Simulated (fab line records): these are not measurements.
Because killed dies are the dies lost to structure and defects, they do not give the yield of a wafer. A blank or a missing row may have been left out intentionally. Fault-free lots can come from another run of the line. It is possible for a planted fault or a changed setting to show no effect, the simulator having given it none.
A struck lot beside a sound one :: flow nand-harc :: 14 out of 1302 route steps
Sound: these wafers, L289.1, L289.4, L289.5. Struck: wafers L292.1, L292.5 (left out: L292.2, a lot-mate that was not struck); the cause follows at the end.
Per side, at each step with rows, come the tool, then ch with its chambers, and then its first start. Under that, the readings that differ: sound wafers :: struck wafers :: difference of the means :: sigmas: that difference in standard deviations of wafers without a fault.
alike: same words and numbers on both sides, and readings whose means sit less than 2 such deviations apart. not compared: any withheld reading, any reading some wafer has no value for, any bound like >300 that may hide the same value, and any number with overlapping values for which the record gives no deviation.
The two part at a step that has a row with sigmas, a row that says differs or no value, or rows on one side only. When numbers do not overlap yet have no deviation, they are printed without sigmas and do not part them. A reading that every wafer of one side lacks parts them only if that side has two wafers or more.

NHARC_A_CHANNEL_HOLE_D1_CD_MEAS_30:
  sound on cd-sem-03, day 13 06:15; struck on cd-sem-03, day 14 21:37
  alike: cd-nm
following that, these wafers have no rows for 1 step: NHARC_A_CHANNEL_HOLE_D1_XSEM_31.
NHARC_A_CHANNEL_HOLE_D1_INSPECT_40:
  sound on defect-inspect-01, day 13 06:26; struck on defect-inspect-01, day 14 21:49
  alike: raw-defect-count
then, 3 steps without rows for these wafers: NHARC_A_CHANNEL_FILL_D1_PRECLEAN_00 (cleans in SC1); NHARC_A_CHANNEL_FILL_D1_SRD_01; NHARC_A_CHANNEL_FILL_D1_ALD_02 (deposits SiO2, target thk 6 nm, pulse time 10 s, ald cycles 60).
NHARC_A_CHANNEL_FILL_D1_ALD_03: deposits SiNx, target thk 6 nm, pulse time 60 s, ald cycles 58.
  sound: ald-sin-batch-01 ch 0; struck: ald-sin-batch-03 ch 0
  alike: precursor-pulse-height-rel, susceptor-temp-C
NHARC_A_CHANNEL_FILL_D1_ALD_14: deposits SiO2, target thk 2.5 nm, pulse time 10 s, ald cycles 25.
  sound on ald-hk-04 ch 0,1,2, day 13 13:42; struck on ald-hk-02 ch 3, day 15 02:52
  alike: heater-power-w, precursor-pulse-height-rel, susceptor-temp-C
NHARC_A_CHANNEL_FILL_D1_ALD_15: deposits SiNx, target thk 2 nm, pulse time 60 s, ald cycles 19.
  sound: ald-sin-batch-01 ch 0; struck: ald-sin-batch-03 ch 0
  alike: precursor-pulse-height-rel
  not compared: susceptor-temp-C
NHARC_A_CHANNEL_FILL_D1_ALD_16: deposits SiO2, target thk 1.5 nm, pulse time 10 s, ald cycles 15.
  sound on ald-hk-02 ch 0,1,3, day 13 18:50; struck on ald-hk-01 ch 0, day 15 08:02
  alike: heater-power-w, precursor-pulse-height-rel, susceptor-temp-C
then, 2 steps without rows for these wafers: NHARC_A_CHANNEL_FILL_D1_ANNEAL_17 (time 1800 s); NHARC_A_CHANNEL_FILL_D1_CVD_18 (deposits poly-Si, target thk 3 nm).
NHARC_A_CHANNEL_FILL_D1_ETCHBACK_19: etches the open film in HBr/Cl2, target depth 5 nm, time 1.7 s.
  sound on rie-si-04 ch 2,3, day 14 07:29; struck on rie-si-02 ch 1,3, day 15 21:45
reading: oes-product-au (a.u.)
sound: 0.992 1.010 0.998
struck: 1.277 1.305
difference: +0.291
sigmas: +24
  alike: drypump-motor-current-A, throttle-valve-pct
  not compared: rf-hours-counter-h
NHARC_A_CHANNEL_FILL_D1_ETCHBACK_20: etches the open film in C4F8/O2/Ar, target depth 27 nm, time 13.5 s.
  sound on rie-diel-10 ch 1,2, day 14 07:38; struck on rie-diel-05 ch 2,3, day 15 21:51
reading: oes-product-au (a.u.)
sound: 0.99 1.02 1.01
struck: 0.93 0.93
difference: -0.08
sigmas: -2
  alike: rf-vpp-V
  not compared: rf-hours-counter-h

## WHERE THEY PART
First at NHARC_A_CHANNEL_FILL_D1_ETCHBACK_19; last, within this record, at NHARC_A_CHANNEL_FILL_D1_ETCHBACK_20.

WHY: what had been put in by the simulator
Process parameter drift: rie-si-02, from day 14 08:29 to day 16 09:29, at NHARC_A_CHANNEL_FILL_D1_ETCHBACK_19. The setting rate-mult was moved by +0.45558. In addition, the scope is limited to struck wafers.
